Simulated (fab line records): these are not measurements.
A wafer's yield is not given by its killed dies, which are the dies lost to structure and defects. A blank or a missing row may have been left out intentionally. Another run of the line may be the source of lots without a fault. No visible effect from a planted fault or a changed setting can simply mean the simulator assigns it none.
A lot that was struck, set against a sound lot || flow n5 finfet || 36 out of 1938 route steps
Sound: these wafers, L394.1, L394.5, L394.6. The struck wafers were L391.2, L391.5, L391.6. The cause is given at the end.
For every step that has rows: the tool of each side, followed by ch and its chambers, followed by its first start. Under that, the readings that differ: sound wafers || struck wafers || difference of the means || sigmas: that difference in standard deviations of wafers without a fault.
alike: words and numbers the same on both sides, and readings whose means are apart by under 2 such deviations; not compared: readings that were withheld, readings missing a value for some wafer, numbers with overlapping values and no deviation given by the record, and bounds like >300 which may hide the same value.
Wherever a step has rows on one side only, a row that says differs or no value, or a row with sigmas, the two part there. Numbers that have no deviation but don't overlap get no sigmas and don't part them. Lack of a reading on every wafer of one side parts them only where that side has two or more wafers.

first, 9 steps without rows for these wafers: N5_BEOL_M4_ANNEAL_95 (time 240 s); N5_BEOL_M4_SPUTTER_96 (material Cu, target thk 4.5 nm, time 8.29 s); N5_BEOL_M4_ECD_50 (material Cu, target thk 300 nm); N5_BEOL_M4_ANNEAL_51 (time 90 s); N5_BEOL_M4_CMP_52 (polishes, stops on SiOC, t overpolish 6.8 s, target thk 40 nm); N5_BEOL_M4_PRE_CLEAN_60 (time 15 s); N5_BEOL_M4_CO_CAP_55 (material Co, precursor CCTBA/H2, target thk 2 nm, time 102.1 s); N5_BEOL_M4_PRE_CLEAN_56 (time 15 s); N5_BEOL_M4_DEP_57 (deposits SiCN from 3MS/NH3, target thk 8 nm, time 14 s).
N5_BEOL_M4_RC_MEAS_101:
  sound on prober-01 ch 0, day 12 16:08; struck on prober-01 ch 0, day 11 17:28
{"reading": "ION_N (uA/um)", "sound": "686 684 695", "struck": "656 660 671", "difference": -26, "sigmas": -3}
{"reading": "VT_N (mV)", "sound": "249 247 246", "struck": "256 255 252", "difference": "+7", "sigmas": "+2"}
  alike: DIBL_N, DIBL_P, IOFF_N, IOFF_P, ION_P, SS_N, SS_P, VT_P
then, 24 steps without rows for these wafers: N5_BEOL_M5_ILD_DEP_00 (deposits SiCOH lowk from DEMS/porogen, target thk 140.64 nm, time 25.9 s); N5_BEOL_M5_CURE_79 (cures SiCOH lowk, time 240 s); N5_BEOL_M5_PECVD_70 (deposits SiO2 from TEOS/O2, target thk 16 nm, time 18 s); N5_BEOL_M5_HM_DEP_02 (deposits TiN, target thk 20 nm); N5_BEOL_M5_COAT_59 (time 60 s, resist thk 60 nm); N5_BEOL_M5_COAT_60 (time 60 s, resist thk 12 nm); N5_BEOL_M5_COAT_71 (time 60 s, resist thk 5 nm); N5_BEOL_M5_COAT_05 (resist thk 30 nm); N5_BEOL_M5_EBR_07; N5_BEOL_M5_SOFTBAKE_06 (time 60 s); N5_BEOL_M5_EXPOSE_08 (exposes mask M5, target cd 28 nm); N5_BEOL_M5_PEB_09 (peb time 60 s); N5_BEOL_M5_DEVELOP_10 (develop time 30 s); N5_BEOL_M5_DESCUM_16 (chemistry O2, time 7 s); N5_BEOL_M5_ETCH_72 (etches underlayer in N2/H2, target depth 6.5 nm, time 5.2 s); N5_BEOL_M5_ETCH_61 (etches SiARC in CF4, target depth 15.6 nm, time 26 s); N5_BEOL_M5_ETCH_62 (etches SOC in N2/H2, target depth 75 nm, overetch 15 nm, time 112.5 s); N5_BEOL_M5_STRIP_63 (strips in N2/H2); N5_BEOL_M5_STRIP_73 (strips in N2/H2); N5_BEOL_M5_STRIP_64 (strips in CF4); N5_BEOL_M5_HM_OPEN_17 (chemistry Cl2/BCl3, target TiN, target depth 20 nm, overetch 6 nm); N5_BEOL_M5_STRIP_19 (strips in O2); N5_BEOL_M5_COAT_65 (time 60 s, resist thk 60 nm); N5_BEOL_M5_COAT_66 (time 60 s, resist thk 12 nm).
-- record jumps: 4 days separate the struck wafers' starts on either side; left off in module BEOL_M5, taken up again in module PASSIVATION, whose first shown step is the route's number 1915 --
N5_PASSIVATION_PECVD_53: deposits SiO2 from TEOS/O2, target thk 800 nm, time 169.4 s.
  sound on pecvd-02 ch 0,1, day 17 04:34; struck on pecvd-02 ch 0,2, day 15 23:37
  no value came back on the struck wafers for chamber pressure Torr (Torr), run length s (s); on the sound wafers chamber pressure Torr (Torr) reads 6.497 6.500 6.494
N5_PASSIVATION_PROBE_49:
  the record has rows for the struck wafers here (prober-01, day 16 03:29) and none for the sound ones

WHERE THEY PART
At N5_BEOL_M4_RC_MEAS_101 first; at N5_PASSIVATION_PROBE_49 last (within this record only).

WHY: whatever the simulator had introduced
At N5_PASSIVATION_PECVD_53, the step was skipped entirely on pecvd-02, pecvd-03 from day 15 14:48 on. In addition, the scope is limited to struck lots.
